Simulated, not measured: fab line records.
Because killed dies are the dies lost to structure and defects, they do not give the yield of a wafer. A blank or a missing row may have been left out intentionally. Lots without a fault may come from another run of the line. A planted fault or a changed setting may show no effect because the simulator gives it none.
fab line records + flow n5Finfet
record
- lots=4
- wafers=12
- lastDay=18
route steps=1938 shown BEOL_M14@1720 PASSIVATION@1936
lots with no fault: from the same line, run without faults
startH: the number of hours between the record's first day and the start of the first shown wafer of the lot + waitH: time in hours since the lot's previous step + " unchanged from the row above + L1.1+2: one row covering several wafers at once + - either no value or no given start + * or withheld: withheld + < > ~ a bound
route shown NAME@n: NAME is a module with steps in the file, n the number in the route of the first one + usual: mean/standard deviation taken from wafers without a fault + same: alike in all rows + chamber/n: place in a boat + sites: readings site by site + _std_site: their standard deviation + _edge_site: outer sites' mean less inner sites' + radiusMm: for every site, how far away it sits from the centre of the wafer + mask NAME#n: copy n + behind: the tool/chamber that last shaped the wafer + hold: why the lot was held/for how many hours/how that ended + device: whichever transistor did not switch (one of n, p or np) + end of line: the same wafers' tests at the end of the route + a step given without rows: its recipe and nothing more + killed: the dies lost at the first sort to structure and to defects; this is not the yield of the wafer + map: per-die view of a wafer (x killed, . not killed, _ where there is no die)
set.NAME: setting as actually run; set.NAME@STEP: the setting as run at that earlier step + model.NAME: the simulator's own value behind a step, which no gauge read
lots seen at some steps along the route; tables by step, rows by wafer
services: a tool's chamber out of use, with start hour (startH, from the record's first day; less than 0 if before it), hours out, and reason
## steps
# step N5_BEOL_M14_EBR_06
# recipe
- solvent=PGMEA
- ebrWidthMm=1.5
# step N5_BEOL_M14_SOFTBAKE_05
# recipe
- tempC=130
- timeS=60
# step N5_BEOL_M14_EXPOSE_07
# recipe
- maskId=V13
- na=0.8
- sourceShape=annular
- sigmaInner=0.5
- sigmaOuter=0.8
- polarization=unpolarized
- attpsmPhaseDeg=180
- doseMj=57
# step N5_BEOL_M14_PEB_08
# recipe
- pebTempC=130
- pebTimeS=90
# step N5_BEOL_M14_DEVELOP_09
# recipe
- developTimeS=45
- rinseLiquid=diw
- dry=airSpin
- devTempC=21
# step N5_BEOL_M14_HARDBAKE_14
# recipe
- tempC=130
- timeS=120
# step N5_BEOL_M14_DESCUM_15
# recipe
- chemistry=O2
- timeS=7.9
- sourcePowerW=50
- biasPowerW=20
- pressureMtorr=20
- rfFrequencyHz=2.712e+07
- tempC=40
- o2FlowSccm=225
# step N5_BEOL_M14_ETCH_59
# recipe
- chemistry=N2/H2
- target=BARC
- targetDepthA=890
- overetchA=267
- timeS=67.9
- ionEnergyEv=200
- pressureMtorr=30
- sourceW=840
- biasW=150
- n2FlowSccm=200
- h2FlowSccm=200
# step N5_BEOL_M14_VIA_ETCH_16
# recipe
- chemistry=C4F8/O2/Ar
- target=SiO2
- heInnerTorr=15
- heOuterTorr=30
- targetDepthA=12313
- timeS=withheld
- ionEnergyEv=800
- pressureMtorr=20
- sourceW=1905
- biasW=2040
- Ar_flow_sccm=400
- C4F8_flow_sccm=16
- O2_flow_sccm=12
- ends=cleared
# step N5_BEOL_M14_STRIP_63
# recipe
- chemistry=O2
- powerW=600
- tempC=60
- pressureMtorr=30
- rfFrequencyHz=6e+07
- biasPowerW=0
- overashFraction=0.3
- o2FlowSccm=225
# usual
- drypumpMotorCurrentA=5.7/0.4
- oesProductAu=0.79/0.095
- rfVppV=3.7/0.93
- showerheadPlenumPTorr=2.11/0.051
- throttleValvePct=16.63/0.25
| lot.wafer | tool       | chamber | startH | waitH | drypumpMotorCurrentA | oesProductAu | rfHoursCounterH | rfVppV | showerheadPlenumPTorr | throttleValvePct |
|-----------|------------|---------|--------|-------|----------------------|--------------|-----------------|--------|-----------------------|------------------|
| L704.1    | rieDiel-04 | 2       | 239    | -     | 6.1                  | 0.95         | 3               | 2.3    | 2.07                  | 16.25            |
| L704.5    | "          | 2       | "      | "     | 6.1                  | 0.98         | -               | 4.0    | 2.07                  | 16.26            |
| L704.6    | "          | 3       | "      | "     | 5.9                  | 0.70         | -               | 3.2    | 2.16                  | 16.77            |
| L718.3    | rieDiel-04 | 0       | 326    | -     | 6.1                  | 0.69         | 229             | 4.4    | 2.08                  | 17.13            |
| L718.4    | "          | 1       | "      | "     | 6.0                  | 0.79         | -               | 2.0    | 2.11                  | 16.86            |
| L718.6    | "          | 0       | "      | "     | 6.1                  | 0.70         | -               | 3.2    | 2.08                  | 17.09            |
| L719.2    | rieDiel-04 | 0       | 332    | -     | 6.1                  | 0.69         | 233             | 5.5    | 2.08                  | 17.11            |
| L719.3    | "          | 3       | "      | "     | 5.8                  | 1.00         | 6               | 3.4    | 2.16                  | 16.36            |
| L719.4    | "          | 1       | "      | "     | 6.0                  | 0.78         | 99              | 6.0    | 2.11                  | 16.86            |
| L727.2    | rieDiel-03 | 1       | 391    | -     | 5.3                  | 0.69         | 225             | 5.9    | 2.07                  | 16.59            |
| L727.3    | "          | 0       | "      | "     | 5.3                  | 0.74         | 187             | 3.2    | 2.18                  | 16.64            |
| L727.6    | "          | 1       | "      | "     | 5.4                  | 0.69         | -               | 4.8    | 2.07                  | 16.62            |
# step N5_BEOL_M14_STRIP_64
# recipe
- chemistry=O2
- powerW=600
- tempC=60
- pressureMtorr=30
- rfFrequencyHz=6e+07
- biasPowerW=0
- overashFraction=0.3
- o2FlowSccm=225
# step N5_BEOL_M14_STRIP_71
# recipe
- chemistry=postEtchResidueRemover
- timeS=60
- tempC=25
- removerPh=withheld
- removerWaterWtPct=withheld
- removerFluorideWtPct=withheld
# step N5_BEOL_M14_SRD_72
# recipe
- timeS=30
- tempC=23
- rinseLiquid=diw
- dry=n2Spin
- spinRpm=1500
- dryTimeS=30
# step N5_BEOL_M14_COAT_65
# recipe
- resist=SOC
- tempC=250
- timeS=60
- spinRpm=1500
- resistThkNm=450
# step N5_BEOL_M14_COAT_66
# recipe
- resist=SiARC
- tempC=220
- timeS=60
- spinRpm=1500
- resistThkNm=110
# step N5_BEOL_M14_COAT_22
# recipe
- spinRpm=2888
- resistThkNm=300
# step N5_BEOL_M14_EBR_24
# recipe
- solvent=PGMEA
- ebrWidthMm=1.5
# step N5_BEOL_M14_SOFTBAKE_23
# recipe
- tempC=130
- timeS=60
# step N5_BEOL_M14_EXPOSE_25
# recipe
- maskId=M14
- na=0.8
- sourceShape=annular
- sigmaInner=0.5
- sigmaOuter=0.8
- polarization=unpolarized
- targetCdNm=280
- doseMj=26.6
# step N5_BEOL_M14_PEB_26
# recipe
- pebTempC=130
- pebTimeS=90
# step N5_BEOL_M14_DEVELOP_27
# recipe
- developTimeS=45
- rinseLiquid=diw
- dry=airSpin
- devTempC=21
# step N5_BEOL_M14_HARDBAKE_32
# recipe
- tempC=130
- timeS=120
# step N5_BEOL_M14_INSPECT_30
# recipe
- mode=adi
- inspectInstrument=macro
# usual
- rawDefectCount=2.0/1.3
| lot.wafer | tool             | chamber | startH | waitH | rawDefectCount |
|-----------|------------------|---------|--------|-------|----------------|
| L704.1    | defectInspect-01 | -       | 240.13 | 0.0   | 1              |
| L704.5    | "                | -       | "      | "     | 1              |
| L704.6    | "                | -       | "      | "     | 4              |
| L718.3    | defectInspect-02 | -       | 327.21 | 0.0   | >300           |
| L718.4    | "                | -       | "      | "     | >300           |
| L718.6    | "                | -       | "      | "     | >300           |
| L719.2    | defectInspect-02 | -       | 333.04 | 0.0   | >300           |
| L719.3    | "                | -       | "      | "     | >300           |
| L719.4    | "                | -       | "      | "     | >300           |
| L727.2    | defectInspect-02 | -       | 391.85 | 0.0   | 1              |
| L727.3    | "                | -       | "      | "     | 2              |
| L727.6    | "                | -       | "      | "     | 3              |
# step N5_BEOL_M14_DESCUM_33
# recipe
- chemistry=O2
- timeS=7.9
- sourcePowerW=50
- biasPowerW=20
- pressureMtorr=20
- rfFrequencyHz=2.712e+07
- tempC=40
- o2FlowSccm=225
# step N5_PASSIVATION_PROBE_49
# usual
- defectLimitedYield=91.4/1.4
- killed_at_M0_to_M3=31/10
- killed_at_M4_up=14/5.6
- killedAtContacts=13/6.3
- killedAtFrontEnd=39/10
- killedAtOther=4/3.1
- killedDies=101/16
- killedOpen=65/13
- killedShort=34/7.2
- sort_bin_5_function=5.1/0.88
- sort_bin_6_memory=3.2/0.66
- sortNPass=1079/16
- sortYieldPct=91.4/1.4
# same
- grossDies=1180
- killedAtBackSide=0
- sort_bin_4_leakage[%]=0
- sort_bin_8_speed[%]=0
| lot.wafer | tool      | chamber | startH | waitH | defectLimitedYield[%] | killed_at_M0_to_M3 | killed_at_M4_up | killedAtContacts | killedAtFrontEnd | killedAtOther | killedDies | killedOpen | killedShort | sort_bin_5_function[%] | sort_bin_6_memory[%] | sortNPass | sortYieldPct[%] |
|-----------|-----------|---------|--------|-------|-----------------------|--------------------|-----------------|------------------|------------------|---------------|------------|------------|-------------|------------------------|----------------------|-----------|-----------------|
| L718.3    | prober-02 | -       | 351.11 | 0.1   | 81.4                  | 19                 | 144             | 14               | 41               | 1             | 219        | 59         | 28          | 12.0                   | 3.5                  | 961       | 81.4            |
| L718.4    | prober-02 | -       | 351.16 | 0.2   | 84.8                  | 25                 | 99              | 9                | 44               | 2             | 179        | 58         | 32          | 8.8                    | 3.3                  | 1001      | 84.8            |
| L718.6    | prober-02 | -       | 351.26 | 0.3   | 80.0                  | 26                 | 167             | 13               | 22               | 8             | 236        | 66         | 22          | 12.0                   | 5.0                  | 944       | 80.0            |
| L719.2    | prober-01 | -       | 362.17 | 0.1   | 81.8                  | 16                 | 159             | 14               | 23               | 3             | 215        | 52         | 25          | 10.9                   | 3.9                  | 965       | 81.8            |
| L719.3    | prober-01 | -       | 362.22 | 0.1   | 82.6                  | 20                 | 127             | 10               | 40               | 8             | 205        | 53         | 38          | 11.4                   | 2.5                  | 975       | 82.6            |
| L719.4    | prober-01 | -       | 362.27 | 0.2   | 85.4                  | 21                 | 104             | 19               | 26               | 2             | 172        | 57         | 30          | 9.1                    | 3.0                  | 1008      | 85.4            |
# killed by level:class
L718.3 BEOL_M14:unspecified=131 MOL_CONTACT_COAG:geometricParticle:open=12 FIN_SAQP:geometricParticle:short=10 BEOL_M1:geometricParticle:open=7 STI_FIN_REVEAL:geometricParticle:open=6 BEOL_M4:geometricParticle:open=6 STARTING-WAFER:geometricParticle:open=6 FIN_SAQP:geometricParticle:open=4
L718.4 BEOL_M14:unspecified=82 FIN_SAQP:geometricParticle:short=15 FIN_SAQP:geometricParticle:open=7 MOL_CONTACT_COAG:geometricParticle:open=7 GATE_CUT:geometricParticle:open=6 BEOL_M3:geometricParticle:open=6 GATE_CUT:geometricParticle:short=5 BEOL_M2:geometricParticle:open=4
L718.6 BEOL_M14:unspecified=147 MOL_CONTACT_COAG:geometricParticle:open=12 BEOL_M0_SAQP:geometricParticle:short=9 STI_FIN_REVEAL:geometricParticle:open=8 BEOL_M2:geometricParticle:open=8 BEOL_M4:geometricParticle:open=7 BEOL_M5:geometricParticle:open=6 BEOL_M0_SAQP:geometricParticle:open=6
L719.2 BEOL_M14:unspecified=134 MOL_CONTACT_COAG:geometricParticle:open=12 FIN_SAQP:geometricParticle:open=8 BEOL_M4:geometricParticle:open=7 BEOL_M0_SAQP:geometricParticle:short=6 BEOL_M6:geometricParticle:open=6 STI_FIN_REVEAL:geometricParticle:open=4 BEOL_M3:geometricParticle:short=4
L719.3 BEOL_M14:unspecified=113 GATE_CUT:geometricParticle:short=9 MOL_CONTACT_COAG:geometricParticle:open=7 FIN_SAQP:geometricParticle:open=6 FIN_SAQP:geometricParticle:short=6 STI_FIN_REVEAL:geometricParticle:open=6 BEOL_M0_SAQP:geometricParticle:open=5 BEOL_M0_SAQP:geometricParticle:short=5
L719.4 BEOL_M14:unspecified=83 MOL_CONTACT_COAG:geometricParticle:open=12 BEOL_M0_SAQP:geometricParticle:open=9 BEOL_M4:geometricParticle:open=8 MOL_CONTACT_COAG:geometricParticle:short=7 FIN_SAQP:geometricParticle:open=6 FIN_SAQP:geometricParticle:short=5 BEOL_M4:geometricParticle:short=5
# map L718.6 (x killed, . not)
_________________............________________
______________..x....x.........._____________
___________.....................x..__________
__________..............x........x.._________
________.....................xx......._______
_______.......................x.......x______
______................x...............x._____
_____..x..x...x.......................x..____
____.....x.........x......x.xx............___
___..............................x.........__
___..........x.............x...............__
__.x....xxxxxxxxxxx.x......................._
__...x......xxxxxxxxxxx..x...........x.x...._
_........xxxxxxxxxxxx....x....x....xx...x....
_x.....xx.xxxxxxxxxxxx..x.............x.x....
_.......xxxxxxxxxxxxxxxx..............x......
_x.x....xxxxxxxxxxxxxxx...x...x..............
_.......xxxxxxxxxxxxxxx......................
_.x..xx..xxxxxxxxxxxxxxx........x............
_.........xxxxxxxxxxxx........x....xx........
_.x.....xx.xxxxxx.xxxx.......x......xx.....x.
__...x..x..xxxx.xx.x.xx....x................_
__..............xx....x...xx.......x.......x_
___.x.....x..xxx.....x.....................__
___............x..................x.x...x..__
____............x.........................___
_____..........................x......x..____
______.....x..x........x.........x.....x_____
_______........................x.......______
________......x.....................x._______
__________............x........x...._________
___________.............x..xx......__________
______________................x._____________
_________________...x.......x________________
# map L719.2 (x killed, . not)
_________________............________________
______________.................x_____________
___________..................x..x..__________
__________.........................._________
________..........x..................._______
_______.........x......................______
______......x.................x........._____
_____......x.x.............x......x....x.____
____..........................xx..........___
___..............................x.........__
___....x..x.x..x.xxx..x..x...x..........x..__
__x......x.x.xxx.x.........................._
__........xxxxxxxxxxxxx..............x.....x_
_.....xxxxxxxxxxxxxxx...............x........
_.....x..xxxxxxxxxxxxx.......................
_.x....xx.xxxxxxxxxxxx.x.....................
_x....x..xxxxxxxxxxxxxx.x................x...
_........xxxxxxxxxxxxxx.........x..........x.
_.x...x...xxxxxxxxxxx.x.....x................
_..x......xxxxxxxxxxx............x...........
_......xx.xx.xxxx.xx.x..x....................
__.........x..xxxx..x.............x........._
__.............xx.x................x...x...._
___...........xx...x............x..x.......__
___......x.......x....x.....x.x.....x......__
____..........x...........................___
_____.x.............x............x.......____
______........xx....xx...xx....x......x._____
_______.......x...............x.xx.....______
________........x....................._______
__________...........x........x....._________
___________..x............x.....x..__________
______________.......x.........._____________
_________________.....x......________________
## services
| tool       | chamber | startH | hours | kind                        |
|------------|---------|--------|-------|-----------------------------|
| rieDiel-04 | 1       | 287.30 | 4.7   | repair                      |
| rieDiel-03 | 3       | 291.56 | 6.8   | repair                      |
| rieDiel-04 | 3       | 292.69 | -     | clean                       |
| rieDiel-04 | 3       | 292.69 | -     | consumableReplace:focusRing |
| rieDiel-04 | 3       | 292.69 | 16.7  | scheduledDown               |
| rieDiel-04 | 3       | 292.69 | 16.7  | ventCycle                   |
| rieDiel-03 | -       | 293.56 | 1.1   | repair                      |
| rieDiel-03 | 0       | 296.71 | 5.3   | repair                      |
| rieDiel-04 | -       | 308.37 | 4.3   | pm                          |
| rieDiel-04 | 3       | 321.46 | 9.9   | repair                      |
| rieDiel-04 | 0       | 360.70 | 5.8   | repair                      |
| rieDiel-04 | 3       | 368.33 | 39.2  | repair                      |
| rieDiel-03 | 1       | 380.94 | 2.6   | repair                      |
| rieDiel-04 | 1       | 381.81 | 1.8   | repair                      |
| rieDiel-03 | 2       | 383.71 | -     | clean                       |
| rieDiel-03 | 2       | 383.71 | -     | consumableReplace:esc       |
| rieDiel-03 | 2       | 383.71 | -     | consumableReplace:focusRing |
| rieDiel-03 | 2       | 383.71 | 34.1  | scheduledDown               |
| rieDiel-03 | 2       | 383.71 | 34.1  | ventCycle                   |
## key
firstSign
- step=N5_BEOL_M14_INSPECT_30
- reading=rawDefectCount
- direction=up
- sigmas=99+
- usual=2.0
- struck=>300
effect
- step=N5_PASSIVATION_PROBE_49
- reading=killed_at_M4_up
- direction=up
- sigmas=22
- usual=14
- struck=133
moreKillsBornAt
- N5_BEOL_M14_STRIP_63@rieDiel-04=690
metAt N5_BEOL_M14_STRIP_63
struckWafers L718.3,L718.4,L718.6,L719.2,L719.3,L719.4
onsetBetween 239 326
fault
- kind=chamberParticleSource
- tool=rieDiel-04
- chamber=-
- onsetH=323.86
- steps=N5_BEOL_M14_STRIP_63
- ratePerVisitCm2=1.2617
- endH=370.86
